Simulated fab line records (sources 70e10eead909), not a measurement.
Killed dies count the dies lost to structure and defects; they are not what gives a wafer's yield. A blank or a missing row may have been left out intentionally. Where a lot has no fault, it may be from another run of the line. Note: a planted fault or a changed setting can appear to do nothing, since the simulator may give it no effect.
Problem report in the 8D (eight disciplines) form, filled by code -- flow nandHarc -- the parts of the form that need people (team, actions taken, sign-off) are left out

## 1. PROBLEM STATEMENT
Mean of heaterPowerTotalW at NHARC_P_M0_PEB_07: 160.2 W across 6 wafers in 2 lots; on wafers with no fault it is 156.6 W (standard deviation 0.42). That puts it +8.6 standard deviations away from the usual mean.
The step: peb time 65 s.
First seen on wafer L677.1, day 8 08:28, on lithoTrack-06. Wafers with a number at this step in the record: 42, from 14 lots. Rule for "out", or "out of limits": more than 4 standard deviations from the usual mean. The other wafers with a number count as sound.

## 2. WHAT IT IS; WHAT IT IS NOT
question,is,is not
which readings at this step,heaterPowerTotalW,-
which lots,"L677, L679","L668, L669, L671, L672, L673, L681, L682, L683, L685, L687, L689, L690"
which wafers of those lots,all that have a number,-
read on which tools,lithoTrack-06,"lithoTrack-01, lithoTrack-04"
when,from day 8 08:28,"up to then (15 sound wafers); but 21 sound wafers of L681, L682, L683, L685, L687, L689, L690 came after"

## 3. SUSPECTS, AND WHAT RULES EACH OUT
Counting: a tool stays on the suspect list if, at a process step up to the reading, it processed all lots that are out and no sound lot following the first of them.
- cvdW-02 at NHARC_P_CONTACT_CVD_23 (deposits W, target thk 200 nm, time 557 s): ruled out as a lasting fault. Sound lots L681, L682, L685 ran on it after its first lot that is out, L677 (day 8 08:28). NHARC_P_CONTACT_CVD_23: start missing for some lots; hours and lot order therefore follow NHARC_P_M0_PEB_07.
- lithoTrack-06 at NHARC_P_M0_PEB_07 (peb time 65 s): kept. It ran every lot that is out, first L677 (day 8 08:28), and no sound lot after that; its last sound lot up to then is L673 (day 7 09:40). Its own readings are out on those wafers: heaterPowerTotalW.
The count leaves lithoTrack-06 at NHARC_P_M0_PEB_07.

## 4. THE CAUSE (what the simulator had put in)
Process parameters drifting: lithoTrack-06 at NHARC_P_M0_PEB_07, beginning at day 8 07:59. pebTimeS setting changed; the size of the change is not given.
Only this tool survived the counting.

## 5. THE CHAIN OF EFFECTS, in route order
Rows list readings where the struck wafers' mean (over those with a number) sits beyond 3 standard deviations from the usual. Readings are gone through only where the record gives a usual standard deviation; hours: the median, over the lots, of the time from a lot's start at the first step in this table giving one to that lot's start at this step; sigmas: the change measured in usual standard deviations.
hours,step,reading,usual,on struck wafers,change,sigmas
0,NHARC_P_M0_PEB_07,heaterPowerTotalW,156.6 W,160.2,+3.6,+8.6
Its process steps:
- NHARC_P_M0_PEB_07: peb time 65 s.
At these later measuring or inspecting steps, every struck wafer for which the step has a row has a number for every such reading, and none has moved that far: NHARC_P_M0_OVL_MEAS_10, NHARC_END_SORT_01.

## 6. HOW IT WOULD HAVE BEEN CAUGHT EARLIER
In this record the first reading out of limits was taken at day 8 08:28, 0 hours after the fault began at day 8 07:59.
